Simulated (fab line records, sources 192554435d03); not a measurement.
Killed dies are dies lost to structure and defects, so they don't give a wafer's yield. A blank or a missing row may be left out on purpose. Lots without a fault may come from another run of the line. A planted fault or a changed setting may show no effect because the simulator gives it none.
One fault seen from 2 desks | flow n5_finfet | each desk has only its own numbers; what lay behind them comes last

THE METROLOGY DESK
What the gauges read, lot by lot, whatever tool the lot ran on: means of the sampled wafers that have a number. A lot is out of limits, marked OUT, if its mean lies more than 4 standard deviations from the usual mean; the brackets give that distance. Of its 10 readings 7 are shown: those that lie furthest out on some lot.
Columns: A = DIBL_N at N5_BEOL_M4_RC_MEAS_101, usual 35.9 mV/V; B = DIBL_P at N5_BEOL_M4_RC_MEAS_101, usual 35.9 mV/V; C = IOFF_N at N5_BEOL_M4_RC_MEAS_101, usual 0.160 nA/um; D = ION_N at N5_BEOL_M4_RC_MEAS_101, usual 672 uA/um; E = ION_P at N5_BEOL_M4_RC_MEAS_101, usual 461 uA/um; F = SS_N at N5_BEOL_M4_RC_MEAS_101, usual 71.4 mV/dec; G = VT_P at N5_BEOL_M4_RC_MEAS_101, usual -250 mV
lot  | first seen here | A    | B    | C     | D   | E   | F    | G
L966 | day 8 04:54     | 36.5 | 36.2 | 0.172 | 673 | 462 | 72.2 | -246
L968 | day 9 04:48     | 37.0 | 37.0 | 0.179 | 677 | 460 | 71.6 | -247
L974 | day 10 05:20    | 35.8 | 34.7 | 0.143 | 666 | 458 | 71.1 | -251
L978 | day 11 10:28    | 35.7 | 35.3 | 0.157 | 675 | 465 | 71.3 | -249
L979 | day 11 14:25    | 35.7 | 35.9 | 0.168 | 683 | 471 | 71.6 | -246
L984 | day 13 01:10    | 33.6 | 32.9 | 0.123 | 657 | 461 | 71.4 | -250
L986 | day 13 03:45    | 37.7 | 37.0 | 0.175 | 677 | 465 | 71.5 | -250
L985 | day 13 21:21    | 36.7 | 35.7 | 0.147 | 660 | 447 | 71.5 | -256
L987 | day 13 21:41    | 35.3 | 36.2 | 0.164 | 673 | 458 | 71.6 | -250
L988 | day 14 04:16    | 36.4 | 37.0 | 0.158 | 673 | 459 | 71.1 | -252
This desk's finding: nothing out of limits on any of the 10 lots.

THE TOOL OWNER'S DESK: ald_sin-02
The tool's own readings at N5_BEOL_M4_ALD_98 (deposits SiO2, target thk 2.5 nm, pulse time 1 s, co reactant pulse time 1 s): means of the sampled wafers that have a number, for each lot that ran on this tool. A lot is out of limits, marked OUT, if its mean lies more than 4 standard deviations from the usual mean; the brackets give that distance.
Columns: A = heater_power_w at N5_BEOL_M4_ALD_98, usual 76 W; B = precursor_pulse_height_rel at N5_BEOL_M4_ALD_98, usual 1.000; C = susceptor_temp_C at N5_BEOL_M4_ALD_98, usual 100.00 C
lot  | first seen here | A  | B     | C
L966 | day 7 23:13     | 75 | 1.003 | 100.03
L968 | day 8 22:42     | 70 | 1.006 | 99.98
L974 | day 9 10:19     | 74 | 1.009 | 100.01
L978 | day 11 02:41    | 74 | 0.995 | 100.02
L984 | day 12 17:44    | 67 | 0.969 | 98.56 (-10) OUT
L985 | day 13 09:27    | 73 | 1.009 | 99.66
This desk's finding: out of limits on L984; first on L984, day 12 17:44 (susceptor_temp_C at N5_BEOL_M4_ALD_98). In limits: L966, L968, L974, L978, L985.

PUT TOGETHER
The tool owner's desk could have raised an alarm at day 12 17:44, on L984.
The metrology desk saw nothing out of limits.
The metrology desk has L984 on record, within its limits.
Of the lots named, all ran N5_BEOL_M4_ALD_98 on ald_sin-02.

WHAT THE SIMULATOR HAD PUT IN
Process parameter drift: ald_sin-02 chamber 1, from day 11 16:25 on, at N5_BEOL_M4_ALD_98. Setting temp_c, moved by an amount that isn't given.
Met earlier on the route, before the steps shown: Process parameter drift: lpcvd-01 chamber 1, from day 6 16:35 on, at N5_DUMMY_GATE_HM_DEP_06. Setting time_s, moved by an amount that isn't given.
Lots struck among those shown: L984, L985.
Hours from the fault's start to each desk's first reading out of limits: the tool owner's desk, 25.
